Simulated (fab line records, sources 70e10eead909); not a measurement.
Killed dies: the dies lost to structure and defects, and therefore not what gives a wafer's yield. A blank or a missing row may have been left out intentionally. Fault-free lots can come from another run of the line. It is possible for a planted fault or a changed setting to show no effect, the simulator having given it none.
A struck lot beside a sound one :: flow nand harc :: 14 out of 1302 route steps
Sound: wafers L276.1, L276.3, L276.6. Wafers struck: L281.2, L281.4, L281.6. The cause comes at the end.
Per side, at each step with rows, come the tool, then ch with its chambers, and then its first start. Under that, the readings that differ: sound wafers :: struck wafers :: difference of the means :: sigmas: that difference in standard deviations of wafers without a fault.
alike: readings with means less than 2 such deviations apart, plus words and numbers identical on both sides. not compared: withheld readings, readings lacking a value on some wafer, bounds such as >300 that could conceal the same value, and numbers that have no deviation in the record and whose values overlap.
Wherever a step has rows on one side only, a row that says differs or no value, or a row with sigmas, the two part there. Numbers that have no deviation but don't overlap get no sigmas and don't part them. A reading missing from all wafers of one side parts the sides only when that side holds two or more wafers.

NHARC_A_BONDPAD_CD_MEAS_09: target cd 500 nm.
  sound on cd sem-03 ch 0, day 26 23:17; struck on cd sem-02 ch 0, day 30 07:07
  alike: cd nm
NHARC_A_BONDPAD_OVL_MEAS_35:
  struck on overlay-01, day 30 07:12; sound on overlay-02, day 26 23:22
  alike: overlay x nm, overlay y nm
then, 1 step without rows for these wafers: NHARC_A_BONDPAD_HARDBAKE_10 (time 65 s).
NHARC_A_BONDPAD_DESCUM_11: chemistry O2, time 3 s.
  sound on rie diel-07 ch 0,1,3, day 26 23:31; struck on rie diel-07 ch 1,2,3, day 30 07:20
  alike: drypump motor current A, oes product au, rf vpp V, showerhead plenum p Torr, throttle valve pct
  not compared: rf hours counter h
then, 1 step without rows for these wafers: NHARC_A_BONDPAD_ETCH_34 (etches the open film in N2/H2, target depth 60 nm, overetch 18 nm, time 65.91 s).
NHARC_A_BONDPAD_ETCH_12: etches the open film in CHF3/O2, target depth 220 nm, time 110 s.
  sound on rie diel-07 ch 0,1,2; struck on rie diel-07 ch 1,3
  alike: drypump motor current A, oes product au, rf vpp V, showerhead plenum p Torr, throttle valve pct
  not compared: rf hours counter h
NHARC_A_BONDPAD_CD_MEAS_13:
  struck on cd sem-02, day 30 07:38; sound on cd sem-03, day 26 23:49
  alike: cd nm
NHARC_A_BONDPAD_STRIP_15: strips in O2.
  sound on rie diel-09 ch 1,2, day 26 23:54; struck on rie diel-09 ch 0,2, day 30 07:43
  alike: drypump motor current A, oes product au, rf vpp V, showerhead plenum p Torr, throttle valve pct
  not compared: rf hours counter h
then, 2 steps without rows for these wafers: NHARC_A_BONDPAD_ETCH_24 (etches the open film in CF4/N2, target depth 30 nm, time 72.99 s); NHARC_A_BONDPAD_STRIP_16 (strips in post etch residue remover, time 600 s).
NHARC_A_BONDPAD_DEGAS_25: time 60 s.
  struck on pvd sputter-01, day 30 08:16; sound on pvd sputter-02, day 27 00:26
  alike: heater power w
then, 1 step without rows for these wafers: NHARC_A_BONDPAD_PRE_CLEAN_26 (time 30 s).
NHARC_A_BONDPAD_PVD_17: deposits TaN, target thk 5 nm, time 8.06 s.
  struck on pvd sputter-01, day 30 08:22; sound on pvd sputter-02, day 27 00:34
  no value came back on the struck wafers for bias v (V), cathode dc power W (W), throttle valve pct (%); on the sound wafers bias v (V) reads 172.9 168.5 168.5
NHARC_A_BONDPAD_PVD_27: deposits Cu, target thk 30 nm, time 20.49 s.
  sound on pvd sputter-02; struck on pvd sputter-01
  alike: cathode dc power W, chamber pressure pa, throttle valve pct

## WHERE THEY PART
Only at NHARC_A_BONDPAD_PVD_17, as far as this record shows. Later steps at which nothing parts them and some readings are alike: NHARC_A_BONDPAD_PVD_27.

WHY: the cause the simulator had injected
Beginning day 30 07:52, the whole step at NHARC_A_BONDPAD_PVD_17 was skipped on pvd sputter-01. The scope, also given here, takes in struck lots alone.
